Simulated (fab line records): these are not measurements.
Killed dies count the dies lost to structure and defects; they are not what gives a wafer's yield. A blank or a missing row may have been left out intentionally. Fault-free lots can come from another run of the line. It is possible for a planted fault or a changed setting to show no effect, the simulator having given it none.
One fault through the eyes of 2 desks ; flow nand harc ; only its own numbers are on each desk; what lay behind them is given at the end

== THE METROLOGY DESK ==
What the gauges read for every lot (on any tool): the sampled wafers with a number, averaged. If a lot's mean is further than 4 standard deviations from the usual mean, the lot is out of limits and carries the mark OUT (the distance appears in the brackets).
Columns: A = overlay x nm at NHARC_A_CHANNEL_HOLE_D2_OVL_MEAS_11, usual 0.1 nm; B = overlay y nm at NHARC_A_CHANNEL_HOLE_D2_OVL_MEAS_11, usual 0.0 nm
lot;first seen here;A;B
L938;day 13 00:06;0.5;0.5
L941;day 14 09:58;-1.3;0.8
L940;day 14 10:41;0.6;-0.7
L943;day 14 20:25;-0.7;-0.4
L945;day 16 05:44;0.6;1.2
L948;day 17 06:23;0.4;-0.1
L949;day 17 08:08;-0.4;-0.5
L956;day 20 08:35;-0.1;-0.5
L957;day 21 04:50;-0.4;0.8
L960;day 22 10:10;0.5;0.4
L961;day 22 22:07;0.0;0.2
Result from this desk: across the 11 lots, nothing is out of limits.

== AT THE TOOL OWNER'S DESK: har etch-02 ==
The tool's own readings at NHARC_A_CHANNEL_HOLE_D2_ETCH_21 (etches the open film in C4F8/O2/Ar, time 514.3 s, target depth 1600 nm): means of the sampled wafers that have a number, for each lot that ran on this tool. If a lot's mean is further than 4 standard deviations from the usual mean, the lot is out of limits and carries the mark OUT (the distance appears in the brackets).
Columns: A = drypump motor current A at NHARC_A_CHANNEL_HOLE_D2_ETCH_21, usual 6.0 A; B = showerhead plenum p Torr at NHARC_A_CHANNEL_HOLE_D2_ETCH_21, usual 3.66 Torr; C = throttle valve pct at NHARC_A_CHANNEL_HOLE_D2_ETCH_21, usual 32.155 %
lot;first seen here;A;B;C
L938;day 13 03:22;6.7;3.47;32.151
L941;day 14 14:28;6.1;3.56;32.169
L943;day 14 22:56;5.5;3.63;32.154
L948;day 17 12:22;5.5;3.78;32.147
L949;day 17 16:21;6.1;3.85;32.161
L956;day 20 11:59;6.1;3.83;32.154
L957;day 21 12:11;5.5;3.75;32.155
L960;day 22 12:31;6.1;3.82;32.156
L961;day 23 00:29;6.1;3.81;32.150
Result from this desk: across the 9 lots, nothing is out of limits.

== BROUGHT TOGETHER ==
From the metrology desk's view, nothing was out of limits.
The desk of the tool owner found nothing out of limits.

== WHAT THE SIMULATOR HAD PUT IN ==
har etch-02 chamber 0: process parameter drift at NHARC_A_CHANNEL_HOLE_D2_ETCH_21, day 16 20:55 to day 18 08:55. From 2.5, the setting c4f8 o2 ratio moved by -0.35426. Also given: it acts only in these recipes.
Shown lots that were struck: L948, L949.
